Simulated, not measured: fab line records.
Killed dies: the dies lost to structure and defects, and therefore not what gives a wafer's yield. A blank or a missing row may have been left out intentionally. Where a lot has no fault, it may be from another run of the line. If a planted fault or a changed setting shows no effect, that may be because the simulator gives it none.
fab line records -- flow nandHarc
[record] lots = 12, wafers = 36, lastDay = 32
route steps=1302 shown A_BONDPAD@1227 HYBRID_BOND@1242 THIN_TSV@1262 END@1302
lots with no fault: from the same line, run without faults
startH: hours from the record's opening day to when the first of the lot's shown wafers began -- waitH: hours since the lot's step before -- " the same as in the row above -- L1.1+2: several wafers, shown together as one row -- - no value present, or no start provided -- * or withheld: withheld -- < > ~ a bound
route shown NAME@n: names a module that has steps shown in the file, with the first one's number in the route -- usual: the fault-free wafers' mean and standard deviation -- same: alike in all rows -- chamber/n: place in a boat -- sites: the reading at each site -- _std_site: the values' standard deviation -- _edge_site: outer sites' mean less inner sites' -- radiusMm: for every site, how far away it sits from the centre of the wafer -- mask NAME#n: copy n -- behind: the tool/chamber that last shaped the wafer -- hold: the reason the lot was held/the length of the hold in hours/how it ended -- device: the n, p or np transistor that did not switch -- end of line: tests of these same wafers at the route's end -- a step with no rows: only its recipe -- killed: dies that structure and defects cost at the first sort, which is not the same as the wafer's yield -- map: per-die view of a wafer (x killed, . not killed, _ where there is no die)
set.NAME: the setting that was run; set.NAME@STEP: the one run at that earlier step -- model.NAME: the simulator's own value behind a step, which no gauge read
the route's steps for a sample of lots (tables are steps, rows are wafers)
services: when a tool's chamber went out of use (startH, in hours from the record's first day, below 0 if earlier), for how many hours, and the reason
[[steps]]
[step NHARC_A_BONDPAD_PVD_17]
[recipe] targetThkA = 50, biasV = 168.6, powerW = 15000, chamberPressurePa = 0.12, timeS = 8.06, substrateTempC = 50, material = TaN
[usual] cathodeDcPowerW = 15000/2.9, throttleValvePct = 30.4/0.96
[same] timeS = 8.06
lot.wafer,tool,chamber,startH,waitH,cathodeDcPowerW,throttleValvePct
L526.2,pvdSputter-03,-,-,-,14996,31.4
L526.4,pvdSputter-03,-,-,-,15001,30.6
L526.5,pvdSputter-03,-,-,-,15002,31.6
L528.1,pvdSputter-02,-,-,-,14998,30.7
L528.4,pvdSputter-02,-,-,-,15001,29.3
L528.6,pvdSputter-02,-,-,-,15003,29.9
L531.1,pvdSputter-03,-,-,-,14998,31.3
L531.4,pvdSputter-03,-,-,-,15004,29.0
L531.6,pvdSputter-03,-,-,-,14996,31.9
L532.4,pvdSputter-03,-,-,-,14998,31.6
L532.2,pvdSputter-03,-,-,-,15003,29.3
L532.3,pvdSputter-03,-,-,-,14999,31.1
L537.3,pvdSputter-01,-,-,-,14998,30.6
L537.2,pvdSputter-01,-,-,-,15003,32.8
L537.1,pvdSputter-01,-,-,-,14999,29.6
L539.4,pvdSputter-01,-,-,-,14999,29.7
L539.3,pvdSputter-01,-,-,-,14999,30.7
L539.6,pvdSputter-01,-,-,-,15004,29.8
L540.4,pvdSputter-03,-,-,-,15001,31.3
L540.3,pvdSputter-03,-,-,-,14998,30.7
L540.6,pvdSputter-03,-,-,-,14998,30.7
L541.1,pvdSputter-01,-,-,-,14995,33.0
L541.6,pvdSputter-01,-,-,-,14996,30.3
L541.5,pvdSputter-01,-,-,-,15000,32.8
L544.4,pvdSputter-02,-,-,-,15000,29.8
L544.5,pvdSputter-02,-,-,-,15000,30.8
L544.6,pvdSputter-02,-,-,-,14999,30.1
L543.4,pvdSputter-02,-,-,-,15005,30.1
L543.3,pvdSputter-02,-,-,-,15005,30.2
L543.2,pvdSputter-02,-,-,-,15002,31.3
L545.2,pvdSputter-03,-,-,-,14998,29.6
L545.4,pvdSputter-03,-,-,-,15000,31.4
L545.5,pvdSputter-03,-,-,-,14997,31.5
L547.2,pvdSputter-01,-,-,-,14998,30.7
L547.1,pvdSputter-01,-,-,-,15004,30.8
L547.3,pvdSputter-01,-,-,-,15001,33.0
[step NHARC_A_BONDPAD_THK_MEAS_20]
[recipe] thkMeasGauge = xrf
[usual] thkNm = 169.1/1.5
lot.wafer,tool,chamber,startH,waitH,thkNm
L526.2,filmMetro-01,-,533.88,-,168.5
L526.4,filmMetro-01,-,533.88,-,166.8
L526.5,filmMetro-01,-,533.88,-,167.9
L528.1,filmMetro-02,-,535.20,-,166.3
L528.4,filmMetro-02,-,535.20,-,167.7
L528.6,filmMetro-02,-,535.20,-,167.5
L531.1,filmMetro-02,-,593.47,-,167.9
L531.4,filmMetro-02,-,593.47,-,169.4
L531.6,filmMetro-02,-,593.47,-,170.5
L532.2,filmMetro-01,-,599.16,-,167.8
L532.3,filmMetro-01,-,599.16,-,171.2
L532.4,filmMetro-01,-,599.16,-,170.0
L537.1,filmMetro-02,-,636.31,-,170.9
L537.2,filmMetro-02,-,636.31,-,169.4
L537.3,filmMetro-02,-,636.31,-,170.3
L539.3,filmMetro-02,-,644.46,-,167.8
L539.4,filmMetro-02,-,644.46,-,169.7
L539.6,filmMetro-02,-,644.46,-,170.1
L540.3,filmMetro-02,-,650.87,-,171.6
L540.4,filmMetro-02,-,650.87,-,171.0
L540.6,filmMetro-02,-,650.87,-,169.4
L541.1,filmMetro-01,-,685.36,-,170.1
L541.5,filmMetro-01,-,685.36,-,168.5
L541.6,filmMetro-01,-,685.36,-,169.9
L544.4,filmMetro-01,-,711.83,-,165.8
L544.5,filmMetro-01,-,711.83,-,167.8
L544.6,filmMetro-01,-,711.83,-,169.3
L543.2,filmMetro-02,-,713.32,-,169.5
L543.3,filmMetro-02,-,713.32,-,169.0
L543.4,filmMetro-02,-,713.32,-,170.5
L545.2,filmMetro-02,-,730.24,-,168.5
L545.4,filmMetro-02,-,730.24,-,168.3
L545.5,filmMetro-02,-,730.24,-,169.6
L547.1,filmMetro-02,-,736.04,-,170.2
L547.2,filmMetro-02,-,736.04,-,171.9
L547.3,filmMetro-02,-,736.04,-,169.8
[step NHARC_HYBRID_BOND_OVL_MEAS_05]
[usual] overlayXNm = -1/33, overlayYNm = -1/34
lot.wafer,tool,chamber,startH,waitH,overlayXNm,overlayYNm
L528.1,overlay-02,-,545.06,0.4,-21,0
L528.4,overlay-02,-,545.06,0.4,18,-10
L528.6,overlay-02,-,545.06,0.4,22,-27
L526.2,overlay-01,-,545.06,0.4,16,-7
L526.4,overlay-01,-,545.06,0.4,-35,11
L526.5,overlay-01,-,545.06,0.4,-29,7
L531.1,overlay-02,-,604.22,0.4,2,-27
L531.4,overlay-02,-,604.22,0.4,-44,7
L531.6,overlay-02,-,604.22,0.4,15,-39
L532.2,overlay-02,-,608.76,0.4,-4,102
L532.3,overlay-02,-,608.76,0.4,73,10
L532.4,overlay-02,-,608.76,0.4,-1,29
L537.1,overlay-02,-,649.32,0.4,23,53
L537.2,overlay-02,-,649.32,0.4,-13,-45
L537.3,overlay-02,-,649.32,0.4,22,22
L539.3,overlay-01,-,656.56,0.4,-33,-6
L539.4,overlay-01,-,656.56,0.4,41,30
L539.6,overlay-01,-,656.56,0.4,-9,-9
L540.3,overlay-01,-,661.48,0.4,4,-35
L540.4,overlay-01,-,661.48,0.4,28,1
L540.6,overlay-01,-,661.48,0.4,-75,-6
L541.1,overlay-01,-,692.43,0.4,30,12
L541.5,overlay-01,-,692.43,0.4,20,-30
L541.6,overlay-01,-,692.43,0.4,9,-8
L544.4,overlay-02,-,721.78,0.4,-1,-32
L544.5,overlay-02,-,721.78,0.4,7,-89
L544.6,overlay-02,-,721.78,0.4,9,-7
L543.2,overlay-02,-,733.86,0.4,-10,-11
L543.3,overlay-02,-,733.86,0.4,25,-39
L543.4,overlay-02,-,733.86,0.4,54,-39
L545.2,overlay-01,-,738.22,0.4,-25,25
L545.4,overlay-01,-,738.22,0.4,-25,46
L545.5,overlay-01,-,738.22,0.4,-46,25
L547.1,overlay-02,-,745.68,0.4,-4,-23
L547.2,overlay-02,-,745.68,0.4,-33,-35
L547.3,overlay-02,-,745.68,0.4,-44,0
[step NHARC_THIN_TSV_ETCH_44]
[recipe] targetDepthA = 15942, timeS = 797.1, cf4FlowSccm = 150, o2FlowSccm = 10, arFlowSccm = 0, rfW = 300, biasW = 800, chemistry = CF4/O2
[usual] biasW = 800.2/2.4, cf4FlowSccm = 150.1/0.44, drypumpMotorCurrentA = 5.4/0.35, oesProductAu = 0.997/0.0088, rfVppV = 794/4.2, showerheadPlenumPTorr = 1.83/0.067, throttleValvePct = 16.915/0.0086, timeS = 797.1/0
lot.wafer,tool,chamber,startH,waitH,biasW,cf4FlowSccm,drypumpMotorCurrentA,oesProductAu,rfHoursCounterH,rfVppV,showerheadPlenumPTorr,throttleValvePct,timeS
L526.2,rieDiel-03,3,554.57,0.2,801.6,149.3,5.5,1.003,8,793,1.81,16.915,797.1
L526.5,rieDiel-03,2,554.57,0.2,795.9,149.9,5.2,0.996,-,796,1.85,16.930,797.1
L526.4,rieDiel-03,1,554.57,0.2,801.9,150.4,5.2,0.989,-,801,1.94,16.921,797.1
L528.1,rieDiel-03,3,556.00,0.2,803.1,150.1,5.5,1.001,8,793,1.81,16.926,797.1
L528.6,rieDiel-03,1,556.00,0.2,805.1,150.3,5.2,0.985,-,801,1.94,16.907,797.1
L528.4,rieDiel-03,2,556.00,0.2,796.7,150.2,5.2,0.998,-,796,1.85,16.910,797.1
L531.4,rieDiel-03,2,607.24,0.1,-,-,-,-,-,-,-,-,-
L531.1,rieDiel-03,3,607.24,0.1,-,-,-,-,-,-,-,-,-
L531.6,rieDiel-03,2,607.24,0.1,-,-,-,-,-,-,-,-,-
L532.2,rieDiel-04,1,611.97,0.1,-,-,-,-,-,-,-,-,-
L532.4,rieDiel-04,2,611.97,0.1,-,-,-,-,-,-,-,-,-
L532.3,rieDiel-04,0,611.97,0.1,-,-,-,-,-,-,-,-,-
L537.3,rieDiel-04,1,653.54,0.1,798.6,149.4,5.9,0.989,10,790,1.77,16.924,797.1
L537.1,rieDiel-04,2,653.54,0.1,801.7,149.9,5.8,1.005,10,789,1.75,16.917,797.1
L537.2,rieDiel-04,0,653.54,0.1,796.5,149.4,5.2,0.993,9,793,1.84,16.905,797.1
L539.3,rieDiel-12,1,660.76,0.1,802.9,150.6,5.5,0.984,3,800,1.92,16.912,797.1
L539.4,rieDiel-12,3,660.76,0.1,799.2,149.7,5.9,0.996,4,800,1.91,16.918,797.1
L539.6,rieDiel-12,1,660.76,0.1,801.0,150.0,5.5,0.984,-,800,1.92,16.943,797.1
L540.4,rieDiel-04,0,664.52,0.1,800.5,149.6,5.2,1.004,10,793,1.84,16.908,797.1
L540.3,rieDiel-04,2,664.52,0.1,801.2,150.1,5.7,1.009,10,790,1.75,16.902,797.1
L540.6,rieDiel-04,3,664.52,0.1,798.3,150.6,4.8,0.988,-,790,1.76,16.902,797.1
L541.1,rieDiel-12,1,696.66,0.2,797.3,150.2,5.5,1.003,6,799,1.91,16.900,797.1
L541.6,rieDiel-12,2,696.66,0.2,794.1,150.7,5.8,0.998,-,799,1.93,16.918,797.1
L541.5,rieDiel-12,3,696.66,0.2,798.1,150.0,5.9,1.017,-,801,1.91,16.913,797.1
L544.4,rieDiel-04,2,724.80,0.1,802.7,150.5,5.7,1.005,2,788,1.74,16.918,797.1
L544.5,rieDiel-04,2,724.80,0.1,803.8,149.1,5.7,1.007,-,788,1.75,16.918,797.1
L544.6,rieDiel-04,3,724.80,0.1,803.0,149.9,4.8,0.996,-,790,1.76,16.923,797.1
L543.3,rieDiel-04,0,736.87,0.1,797.4,150.7,5.2,1.003,2,795,1.84,16.923,797.1
L543.2,rieDiel-04,1,736.87,0.1,802.9,149.6,5.9,0.994,2,791,1.77,16.909,797.1
L543.4,rieDiel-04,2,736.87,0.1,800.1,151.0,5.7,1.004,2,789,1.75,16.919,797.1
L545.2,rieDiel-04,2,742.25,0.1,797.2,151.0,5.7,1.005,3,788,1.74,16.918,797.1
L545.4,rieDiel-04,1,742.25,0.1,801.8,149.6,5.9,0.982,3,790,1.77,16.909,797.1
L545.5,rieDiel-04,3,742.25,0.1,799.1,150.0,4.8,0.990,-,790,1.76,16.917,797.1
L547.3,rieDiel-03,1,748.60,0.1,801.8,150.3,5.2,1.019,6,800,1.93,16.915,797.1
L547.2,rieDiel-03,2,748.60,0.1,798.9,150.1,5.2,0.988,6,795,1.85,16.915,797.1
L547.1,rieDiel-03,3,748.60,0.1,800.2,149.8,5.5,0.990,6,791,1.80,16.911,797.1
[step NHARC_END_SORT_01]
[recipe] tempC = 25
[usual] defectLimitedYield = 90.1/2.5, killedAtArray = 62/18, killedAtOther = 0.9/1.2, killedAtPeriphery = 4.2/2.9, killedDies = 67/17, killedOpen = 3.6/1.9, killedShort = 2.5/1.6
[same] grossDies = 677
lot.wafer,tool,chamber,startH,waitH,defectLimitedYield[%],killedAtArray,killedAtOther,killedAtPeriphery,killedDies,killedOpen,killedShort
L531.1,prober-02,0,624.80,2.5,0,80,593,4,677,2,2
L531.4,prober-02,0,627.22,3.4,0,93,583,1,677,3,0
L531.6,prober-02,0,628.83,4.0,0,89,584,4,677,6,4
L532.2,prober-01,0,627.45,2.8,0,61,614,2,677,2,3
L532.3,prober-01,0,628.25,3.1,0,57,619,1,677,2,3
L532.4,prober-01,0,629.05,3.4,0,52,623,2,677,3,4
// killed by level:class
L531.1 THIN_TSV:areaEtch=593 A_CHANNEL_HOLE_D1:chamberFilmFlake=28 A_SLIT:chamberFilmFlake=24 A_CHANNEL_HOLE_D2:chamberFilmFlake=15 A_WL_FILL:chamberFilmFlake=3 A_WL_FILL:geometricParticle:short=2 P_STI:chamberFilmFlake=2 P_GATE:chamberFilmFlake=2
L531.4 THIN_TSV:areaEtch=583 A_CHANNEL_HOLE_D1:chamberFilmFlake=39 A_SLIT:chamberFilmFlake=28 A_CHANNEL_HOLE_D2:chamberFilmFlake=13 A_CHANNEL_FILL_D1:chamberFilmFlake=3 A_WL_FILL:chamberFilmFlake=3 A_M1:chamberFilmFlake=2 A_SOURCE_PLATE:geometricParticle:open=1
L532.2 THIN_TSV:areaEtch=612 A_SLIT:chamberFilmFlake=22 A_CONTACT:chamberFilmFlake=18 A_CHANNEL_HOLE_D2:chamberFilmFlake=12 A_CHANNEL_HOLE_D1:chamberFilmFlake=3 THIN_TSV:chamberFilmFlake=2 P_CONTACT:geometricParticle:short=1 P_M0:geometricParticle:open=1
L532.3 THIN_TSV:areaEtch=617 A_SLIT:chamberFilmFlake=30 A_CONTACT:chamberFilmFlake=10 A_CHANNEL_HOLE_D1:chamberFilmFlake=7 A_CHANNEL_HOLE_D2:chamberFilmFlake=4 A_ONON_D1:geometricParticle:short=2 THIN_TSV:chamberFilmFlake=2 A_CHANNEL_HOLE_D1:geometricParticle:short=1
L531.6 THIN_TSV:areaEtch=584 A_SLIT:chamberFilmFlake=31 A_CHANNEL_HOLE_D1:chamberFilmFlake=29 A_CHANNEL_HOLE_D2:chamberFilmFlake=13 A_M1:chamberFilmFlake=5 A_CHANNEL_FILL_D1:geometricParticle:short=2 P_CONTACT:geometricParticle:open=1 P_M0:geometricParticle:open=1
L532.4 THIN_TSV:areaEtch=619 A_SLIT:chamberFilmFlake=19 A_CHANNEL_HOLE_D2:chamberFilmFlake=9 A_CONTACT:chamberFilmFlake=9 A_CHANNEL_HOLE_D1:chamberFilmFlake=6 THIN_TSV:chamberFilmFlake=4 A_CHANNEL_FILL_D2:geometricParticle:open=2 A_STAIRCASE:chamberFilmFlake=2
[[services]]
tool,chamber,startH,hours,kind
rieDiel-03,3,512.88,5.9,repair
rieDiel-04,0,517.03,-,clean
rieDiel-04,1,517.03,-,clean
rieDiel-04,2,517.03,-,clean
rieDiel-03,1,522.15,7.5,repair
pvdSputter-02,-,526.57,0.9,repair
rieDiel-03,0,549.00,8.6,repair
pvdSputter-01,-,558.46,10.0,pm
rieDiel-03,-,562.34,0.5,repair
rieDiel-04,-,568.34,0.2,repair
pvdSputter-01,-,580.10,1.5,repair
rieDiel-03,-,587.09,13.5,repair
rieDiel-12,-,598.40,9.0,pm
rieDiel-03,-,611.30,9.0,pm
pvdSputter-02,-,614.00,10.0,pm
pvdSputter-01,-,620.69,11.8,repair
rieDiel-04,3,624.27,2.4,repair
rieDiel-03,-,661.96,2.6,repair
pvdSputter-03,-,677.18,4.3,repair
rieDiel-03,2,683.83,13.8,repair
rieDiel-04,-,685.03,9.0,pm
pvdSputter-01,-,691.81,1.9,repair
rieDiel-12,2,723.06,10.0,repair
pvdSputter-01,-,736.46,10.0,pm
[[key]]
[firstSign] step = NHARC_THIN_TSV_ETCH_44, reading = toolRecord, direction = missing
[effect] step = NHARC_END_SORT_01, reading = killedAtOther, direction = up, sigmas = 99+, usual = 0.9, struck = 602.7
[moreKillsBornAt] NHARC_THIN_TSV_ETCH_44@rieDiel-04 = 1848, NHARC_THIN_TSV_ETCH_44@rieDiel-03 = 1760
metAt NHARC_THIN_TSV_ETCH_44
struckLots L531,L532
laterRowsLeftOut L531.1,L531.4,L531.6,L532.2,L532.3,L532.4
notActingAt NHARC_A_BONDPAD_PVD_17,NHARC_A_BONDPAD_THK_MEAS_20,NHARC_HYBRID_BOND_OVL_MEAS_05
onsetBetween 556.00 607.24
[fault] kind = skippedStepWhole, tool = rieDiel-03,rieDiel-04, chamber = -, onsetH = 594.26, steps = NHARC_THIN_TSV_ETCH_44, scope = struckLotsOnly
// laterRowsLeftOut: the simulator's readings of these wafers behind a module that went badly wrong aren't trusted and aren't shown, but for the sort
